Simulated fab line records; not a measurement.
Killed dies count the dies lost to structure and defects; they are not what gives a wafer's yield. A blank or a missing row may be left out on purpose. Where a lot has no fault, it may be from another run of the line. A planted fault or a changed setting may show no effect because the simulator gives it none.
Struck lot and sound lot, side by side || flow nandHarc || 15 out of 1302 route steps
Sound: these wafers, L720.2, L720.3, L720.4. Struck: wafers L730.1, L730.2, L730.4. The cause comes at the end.
Each step with rows lists, per side, the tool, then ch with its chambers, then its first start. Under that, the readings that differ: sound wafers || struck wafers || difference of the means || sigmas: that difference in standard deviations of wafers without a fault.
alike: words and numbers the same on both sides, and readings whose means are apart by under 2 such deviations; not compared: readings that were withheld, readings missing a value for some wafer, numbers with overlapping values and no deviation given by the record, and bounds like >300 which may hide the same value.
A row with sigmas, a row that says differs or no value, or rows on one side alone: a step with any of these is where the two part. Numbers that don't overlap but have no deviation are shown without sigmas and don't part them. Lack of a reading on every wafer of one side parts them only where that side has two or more wafers.

first, 1 step without rows for these wafers: NHARC_A_CHANNEL_HOLE_D2_ETCH_44 (etches the open film in CF4/O2, target depth 140 nm, overetch 14 nm, time 77 s).
NHARC_A_CHANNEL_HOLE_D2_STRIP_28: strips in O2.
  sound on rieDiel-06 ch 2,3; struck on rieDiel-07 ch 0,1,2
  alike: drypumpMotorCurrentA, o2FlowSccm, oesProductAu, rfVppV, showerheadPlenumPTorr, throttleValvePct
  not compared: rfHoursCounterH
then, 2 steps without rows for these wafers: NHARC_A_CHANNEL_HOLE_D2_PRECLEAN_29 (cleans in SC1); NHARC_A_CHANNEL_HOLE_D2_SRD_30.
NHARC_A_CHANNEL_HOLE_D2_CD_MEAS_31:
  struck on cdSem-02, day 17 19:31; sound on cdSem-03, day 13 19:34
  alike: cdNm
NHARC_A_CHANNEL_HOLE_D2_XSEM_32:
  sound on xsem-02 ch 0, day 13 19:40; struck on xsem-02 ch 0, day 17 19:36
  alike: botCdNm, bowNm, tiltDeg
NHARC_A_CHANNEL_HOLE_D2_INSPECT_40:
  struck on defectInspect-02, day 17 19:42; sound on defectInspect-02, day 13 19:46
  alike: rawDefectCount
then, 2 steps without rows for these wafers: NHARC_A_CHANNEL_FILL_D2_PRECLEAN_00 (cleans in SC1); NHARC_A_CHANNEL_FILL_D2_SRD_01.
NHARC_A_CHANNEL_FILL_D2_ALD_02: deposits SiO2, target thk 6 nm, pulse time 10 s, ald cycles 60.
  sound on aldHk-02 ch 0,1,2, day 13 20:17; struck on aldHk-04 ch 0,1,3, day 17 19:54
  alike: heaterPowerW, precursorPulseHeightRel, susceptorTempC
NHARC_A_CHANNEL_FILL_D2_ALD_03: deposits SiNx, target thk 6 nm, pulse time 60 s, ald cycles 58.
  sound on aldSinBatch-02 ch 0; struck on aldSinBatch-02 ch 0
  alike: precursorPulseHeightRel
  not compared: susceptorTempC
NHARC_A_CHANNEL_FILL_D2_ALD_14: deposits SiO2, target thk 2.5 nm, pulse time 10 s, ald cycles 25.
  sound on aldHk-01 ch 0,2,3, day 14 03:15; struck on aldHk-02 ch 0,1,3, day 18 02:49
  alike: heaterPowerW, precursorPulseHeightRel, susceptorTempC
NHARC_A_CHANNEL_FILL_D2_ALD_15: deposits SiNx, target thk 2 nm, pulse time 60 s, ald cycles 19.
  sound on aldSinBatch-01 ch 0, day 14 06:20; struck on aldSinBatch-01 ch 0, day 18 05:56
{"reading": "susceptorTempC (C)", "sound": "630.26 630.35 630.08", "struck": "607.39 607.29 607.46", "difference": -22.85, "sigmas": -82}
  alike: precursorPulseHeightRel
then, 1 step without rows for these wafers: NHARC_A_CHANNEL_FILL_D2_ALD_16 (deposits SiO2, target thk 1.5 nm, pulse time 10 s, ald cycles 15).
-- the record jumps here: 10 days lie between the struck wafers' starts before and after (it left off in module A_CHANNEL_FILL_D2 and takes up again in module END, whose first step shown is number 1302 of the route) --
NHARC_END_SORT_01:
  only the struck wafers appear in the record here, on prober-02 ch 0 at day 28 10:26; the sound ones have no rows

== WHERE THEY PART ==
Last at NHARC_END_SORT_01 as far as this record goes, first at NHARC_A_CHANNEL_FILL_D2_ALD_15.

WHY: what the simulator had put in
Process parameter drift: aldSinBatch-01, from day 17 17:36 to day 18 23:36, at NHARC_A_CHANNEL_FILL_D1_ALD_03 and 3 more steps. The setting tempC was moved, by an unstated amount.
